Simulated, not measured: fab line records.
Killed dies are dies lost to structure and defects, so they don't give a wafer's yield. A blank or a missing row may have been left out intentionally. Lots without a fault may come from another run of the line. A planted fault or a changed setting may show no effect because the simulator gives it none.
Split-lot experiment + flow n5 finfet + 21 wafers read from 7 lots, route of 1938 steps

THE SPLIT
At N5_BEOL_M2_HM_DEP_02 (deposits TiN, target thk 20 nm), the setting target thk a was moved away from the recipe's 200 angstrom on 9 of the 21 wafers read, by -10.3% to +4.0%. The other wafers ran this setting at the recipe's value.

FROM THE SPLIT TO THE READING: what the file shows between them, 8 steps
- N5_BEOL_M2_COAT_61: time 60 s, resist thk 60 nm
- N5_BEOL_M2_COAT_62: time 60 s, resist thk 12 nm
- N5_BEOL_M2_STRIP_75: strips in N2/H2
- N5_BEOL_M2_STRIP_66: strips in CF4
- N5_BEOL_M2_HM_OPEN_17: chemistry Cl2/BCl3, target TiN, target depth 20 nm, overetch 6 nm
- N5_BEOL_M2_STRIP_19: strips in O2
- N5_BEOL_M2_STRIP_83: strips in C4F6/O2
- N5_BEOL_M2_STRIP_36: strips in N2/H2

THE READING
TiN_of_BEOL_M2_HM_DEP_02.thk nm (the simulator's own value, which no gauge read), in nm, at N5_BEOL_M2_TRENCH_ETCH_37 (etches SiOC in C4F6/O2, target depth 55.555 nm, time 29.2 s). The file does not state a usual value for it. Average 17.7 nm, standard deviation 0.21 nm, over the 12 wafers here run with the recipe.

| wafer  | tool, chamber at the split | target thk a as run, angstrom | against the recipe | TiN_of_BEOL_M2_HM_DEP_02.thk nm, nm | against lot-mates on the recipe |
|--------|----------------------------|-------------------------------|--------------------|-------------------------------------|---------------------------------|
| L080.2 | pvd sputter-01, -          | 200                           | recipe             | 17.6                                | -                               |
| L080.3 | pvd sputter-01, -          | 188.2                         | -5.9%              | 16.8                                | -0.9                            |
| L080.6 | pvd sputter-01, -          | 200                           | recipe             | 17.8                                | -                               |
| L084.1 | pvd sputter-01, -          | 179.4                         | -10.3%             | 15.6                                | no lot-mate on the recipe       |
| L084.5 | pvd sputter-01, -          | 179.4                         | -10.3%             | 15.6                                | no lot-mate on the recipe       |
| L084.4 | pvd sputter-01, -          | 179.4                         | -10.3%             | 15.4                                | no lot-mate on the recipe       |
| L086.2 | pvd sputter-02, -          | 200                           | recipe             | 17.6                                | -                               |
| L086.3 | pvd sputter-02, -          | 193.2                         | -3.4%              | 16.6                                | -0.8                            |
| L086.5 | pvd sputter-02, -          | 200                           | recipe             | 17.2                                | -                               |
| L087.4 | pvd sputter-03, -          | 200                           | recipe             | 17.8                                | -                               |
| L087.5 | pvd sputter-03, -          | 200                           | recipe             | 17.6                                | -                               |
| L087.6 | pvd sputter-03, -          | 184.1                         | -8.0%              | 15.8                                | -1.9                            |
| L088.1 | pvd sputter-02, -          | 200                           | recipe             | 17.6                                | -                               |
| L088.4 | pvd sputter-02, -          | 200                           | recipe             | 17.8                                | -                               |
| L088.5 | pvd sputter-02, -          | 208                           | +4.0%              | 18.6                                | +0.9                            |
| L091.1 | pvd sputter-03, -          | 200                           | recipe             | 18                                  | -                               |
| L091.3 | pvd sputter-03, -          | 200                           | recipe             | 17.8                                | -                               |
| L091.6 | pvd sputter-03, -          | 200                           | recipe             | 17.8                                | -                               |
| L096.1 | pvd sputter-01, -          | 192.6                         | -3.7%              | 17.2                                | -0.8                            |
| L096.5 | pvd sputter-01, -          | 200                           | recipe             | 18                                  | -                               |
| L096.6 | pvd sputter-01, -          | 192.6                         | -3.7%              | 17.4                                | -0.6                            |

THE FIT
A straight line over all 21 wafers: TiN_of_BEOL_M2_HM_DEP_02.thk nm changes by +0.211 nm for each +1% of target thk a; r = +0.96; the points scatter about the line by 0.25 nm.
The same after taking each lot's own level away (the mean of its wafers on the recipe; 18 wafers): +0.211 nm for each +1%; r = +0.97; scatter 0.15 nm.
The reading moves by 2.2 nm for the largest change in target thk a, on that fit.
Across the lots, their own levels run from 17.40 to 18.00 nm, a range of 2.9 times the standard deviation given above.
The two slopes agree, so the slope changes little with the lot-to-lot level.
Check: with one of the wafers moved furthest among these (-8.0%) left out of the fit, the line predicts -1.49 nm for it against its lot-mates. Against them it came out at -1.9 nm.

THE WHOLE CHAIN: every reading that the file lists as answering this split, in the file's order
| step                      | what it does                                                      | reading                                                                          | change (the file's fit)               | r (the file's) |
|---------------------------|-------------------------------------------------------------------|----------------------------------------------------------------------------------|---------------------------------------|----------------|
| N5_BEOL_M2_HM_DEP_02      | deposits TiN, target thk 20 nm                                    | TiN_of_BEOL_M2_HM_DEP_02.thk nm (the simulator's own value, which no gauge read) | +0.216 nm for each +1% of the setting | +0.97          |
| N5_BEOL_M2_HM_OPEN_17     | chemistry Cl2/BCl3, target TiN, target depth 20 nm, overetch 6 nm | etch.depth nm (the simulator's own value, which no gauge read)                   | +0.212 nm for each +1% of the setting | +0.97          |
| N5_BEOL_M2_TRENCH_ETCH_37 | etches SiOC in C4F6/O2, target depth 55.555 nm, time 29.2 s       | TiN_of_BEOL_M2_HM_DEP_02.thk nm (the simulator's own value, which no gauge read) | +0.211 nm for each +1% of the setting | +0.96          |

THE FILE'S OWN FIT
TiN_of_BEOL_M2_HM_DEP_02.thk nm changes by +0.211 nm for each +1% of target thk a, r = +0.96.
